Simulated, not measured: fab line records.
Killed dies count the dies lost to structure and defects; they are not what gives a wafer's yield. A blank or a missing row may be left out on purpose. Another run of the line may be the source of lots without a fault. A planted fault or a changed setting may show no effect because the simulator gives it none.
Chamber matching + flow n5Finfet + N5_FIN_SAQP_HM_DEP_03 on pecvd-01 has 3 sister chambers
The step deposits SiNx from SiH4/NH3/N2, target thk 38 nm, time 33.6 s. 30 wafers are shown with their chamber, then 12 later ones without.

== WAFERS, EACH WITH ITS CHAMBER ==
| wafer  | chamber | throttleValvePct (%) | showerheadPlenumPTorr (Torr) | heaterPowerW (W) |
|--------|---------|----------------------|------------------------------|------------------|
| L075.3 | 2       | 38.0                 | 5.07                         | 635              |
| L075.4 | 2       | 38.0                 | 5.06                         | 626              |
| L075.6 | 0       | 38.7                 | 5.11                         | 782              |
| L076.1 | 0       | 38.4                 | 5.12                         | 834              |
| L076.2 | 1       | 45.3                 | 5.18                         | 696              |
| L076.6 | 2       | 38.1                 | 5.05                         | 568              |
| L077.3 | 1       | 45.2                 | 5.18                         | 599              |
| L077.4 | 1       | 45.3                 | 5.18                         | 628              |
| L077.5 | 2       | 37.9                 | 5.05                         | 580              |
| L079.1 | 2       | 38.1                 | 5.05                         | 621              |
| L079.3 | 1       | 45.1                 | 5.17                         | 692              |
| L079.6 | 0       | 38.3                 | 5.11                         | 840              |
| L080.1 | 0       | 38.5                 | 5.10                         | 848              |
| L080.2 | 2       | 38.1                 | 5.07                         | 545              |
| L080.6 | 2       | 38.2                 | 5.08                         | 555              |
| L081.1 | 0       | 38.5                 | 5.10                         | 825              |
| L081.4 | 1       | 45.2                 | 5.18                         | 718              |
| L081.6 | 2       | 38.0                 | 5.06                         | 640              |
| L083.2 | 2       | 38.1                 | 5.07                         | 602              |
| L083.3 | 0       | 38.3                 | 5.10                         | 859              |
| L083.4 | 2       | 38.0                 | 5.04                         | 599              |
| L087.3 | 1       | 45.2                 | 5.19                         | 719              |
| L087.4 | 1       | 45.3                 | 5.18                         | 720              |
| L087.6 | 0       | 38.8                 | 5.09                         | 755              |
| L088.1 | 0       | 38.5                 | 5.11                         | 844              |
| L088.3 | 1       | 45.1                 | 5.17                         | 662              |
| L088.4 | 0       | 38.3                 | 5.12                         | 846              |
| L089.1 | 0       | 38.5                 | 5.11                         | 809              |
| L089.2 | 2       | 38.6                 | 5.06                         | 629              |
| L089.6 | 1       | 45.1                 | 5.18                         | 629              |

SIGNATURES (averages over the wafers above)
| reading               | chamber 0 | chamber 1 | chamber 2 | scatter within a chamber |
|-----------------------|-----------|-----------|-----------|--------------------------|
| throttleValvePct      | 38.480    | 45.200    | 38.100    | 0.156                    |
| showerheadPlenumPTorr | 5.1070    | 5.1789    | 5.0600    | 0.00962                  |
| heaterPowerW          | 824.20    | 673.67    | 600.00    | 37.4                     |
Rule: for each reading, subtract the chamber's mean from the wafer's reading, divide by that reading's scatter and square the result; add these up over the readings and take the root, which gives the wafer's distance from the chamber. If the next closest chamber is less than 2 further off than the closest, the wafer can't be placed; otherwise it belongs to the closest. How the scatter is found: for the shown wafers, subtract from each reading the mean of its chamber, square and add these, divide the total by (wafers less chambers), then take the root.

== WAFERS MISSING THEIR CHAMBER ==
| wafer  | throttleValvePct (%) | showerheadPlenumPTorr (Torr) | heaterPowerW (W) |
|--------|----------------------|------------------------------|------------------|
| L093.1 | 38.6                 | 5.05                         | 638              |
| L093.2 | 38.8                 | 5.11                         | 821              |
| L093.5 | 38.4                 | 5.06                         | 637              |
| L094.1 | 45.0                 | 5.18                         | 685              |
| L094.3 | 38.5                 | 5.06                         | 576              |
| L094.5 | 45.1                 | 5.18                         | 692              |
| L095.4 | 38.5                 | 5.12                         | 744              |
| L095.5 | 45.3                 | 5.18                         | 713              |
| L095.6 | 38.4                 | 5.06                         | 606              |
| L097.2 | 38.4                 | 5.11                         | 849              |
| L097.3 | 45.0                 | 5.19                         | 590              |
| L097.5 | 45.3                 | 5.18                         | 609              |

== THE CHAMBER EACH PASSED THROUGH ==
| wafer  | from the rows above | in truth |
|--------|---------------------|----------|
| L093.1 | 2                   | 2        |
| L093.2 | 0                   | 0        |
| L093.5 | 2                   | 2        |
| L094.1 | 1                   | 1        |
| L094.3 | 2                   | 2        |
| L094.5 | 1                   | 1        |
| L095.4 | 0                   | 0        |
| L095.5 | 1                   | 1        |
| L095.6 | 2                   | 2        |
| L097.2 | 0                   | 0        |
| L097.3 | 1                   | 1        |
| L097.5 | 1                   | 1        |
Placed correctly: 12 of 12. Not placeable from these rows: 0. Wrongly placed: 0.
